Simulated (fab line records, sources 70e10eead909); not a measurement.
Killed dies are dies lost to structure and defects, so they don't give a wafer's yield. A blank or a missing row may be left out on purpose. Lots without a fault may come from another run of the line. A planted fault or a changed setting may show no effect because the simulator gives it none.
A struck lot beside a sound one | flow nand_harc | 14 steps out of a route of 1159
Sound: wafers L770.2, L770.4, L770.5. Struck: wafers L787.2, L787.4, L787.5. The cause comes at the end.
At each step with rows: each side's tool, then ch and its chambers, then its first start. Under that, the readings that differ: sound wafers | struck wafers | difference of the means | sigmas: that difference in standard deviations of wafers without a fault.
alike: readings whose means differ by less than 2 such deviations, and words and numbers that are the same on both sides. not compared: withheld readings, readings that some wafer has no value for, bounds like >300 that may hide the same value, and numbers for which the record gives no deviation and whose values overlap.
The two part at a step that has a row with sigmas, a row that says differs or no value, or rows on one side only. Numbers that don't overlap but have no deviation are shown without sigmas and don't part them. A reading that every wafer of one side lacks parts them only if that side has two wafers or more.

NHARC_P_M1_CD_MEAS_09: target cd 130 nm.
  sound on cd_sem-01 ch 0, day 6 11:03; struck on cd_sem-01 ch 0, day 10 16:17
  alike: cd_nm
NHARC_P_M1_OVL_MEAS_10: pitch 260 nm.
  sound on overlay-01, day 6 11:08; struck on overlay-01, day 10 16:23
  alike: overlay_x_nm, overlay_y_nm
NHARC_P_M1_INSPECT_11:
  sound on defect_inspect-01, day 6 11:10; struck on defect_inspect-02, day 10 16:25
  alike: raw_defect_count
NHARC_P_M1_DESCUM_14: chemistry O2, time 3 s.
  sound on rie_diel-10 ch 0,1,3, day 6 11:14; struck on rie_diel-10 ch 0,1,3, day 10 16:29
  alike: drypump_motor_current_A, oes_product_au, rf_vpp_V, showerhead_plenum_p_Torr, throttle_valve_pct
  not compared: rf_hours_counter_h
then, 2 steps without rows for these wafers: NHARC_P_M1_ETCH_35 (etches the open film in N2/H2, target depth 40 nm, overetch 12 nm, time 43.94 s); NHARC_P_M1_ETCH_15 (etches the open film in C4F8/Ar, target depth 182.5 nm, time 91.2 s).
NHARC_P_M1_CD_MEAS_16:
  sound on cd_sem-03, day 6 11:33; struck on cd_sem-02, day 10 16:48
  alike: cd_nm
then, 1 step without rows for these wafers: NHARC_P_M1_STRIP_18 (strips in N2/H2).
NHARC_P_M1_ETCH_28: etches the open film in CF4/N2, target depth 30 nm, time 72.99 s.
  sound on rie_diel-09 ch 0,1; struck on rie_diel-10 ch 0,1,3
  alike: drypump_motor_current_A, oes_product_au, rf_vpp_V, showerhead_plenum_p_Torr, throttle_valve_pct
  not compared: rf_hours_counter_h
then, 1 step without rows for these wafers: NHARC_P_M1_STRIP_19 (strips in post etch residue remover, time 600 s).
NHARC_P_M1_DEGAS_29: time 60 s.
  sound on pvd_sputter-01, day 6 12:16; struck on pvd_sputter-01, day 10 17:31
  alike: heater_power_w
NHARC_P_M1_PRE_CLEAN_30: time 30 s.
  sound on pvd_sputter-01; struck on pvd_sputter-01
  alike: heater_power_w
NHARC_P_M1_PVD_20: deposits TaN, target thk 5 nm, time 8.06 s.
  sound on pvd_sputter-01, day 6 12:23; struck on pvd_sputter-01, day 10 17:38
  no value came back on the struck wafers for bias_v (V), cathode_dc_power_W (W), chamber_pressure_pa (Pa), throttle_valve_pct (%); on the sound wafers bias_v (V) reads 167.7 168.9 169.4
NHARC_P_M1_PVD_21: deposits Cu, target thk 30 nm, time 20.49 s.
  sound on pvd_sputter-01; struck on pvd_sputter-01
  alike: cathode_dc_power_W, chamber_pressure_pa, throttle_valve_pct

WHERE THEY PART
Only at NHARC_P_M1_PVD_20, within this record. Later steps at which nothing parts them and some readings are alike: NHARC_P_M1_PVD_21.

WHY: what the simulator had put in
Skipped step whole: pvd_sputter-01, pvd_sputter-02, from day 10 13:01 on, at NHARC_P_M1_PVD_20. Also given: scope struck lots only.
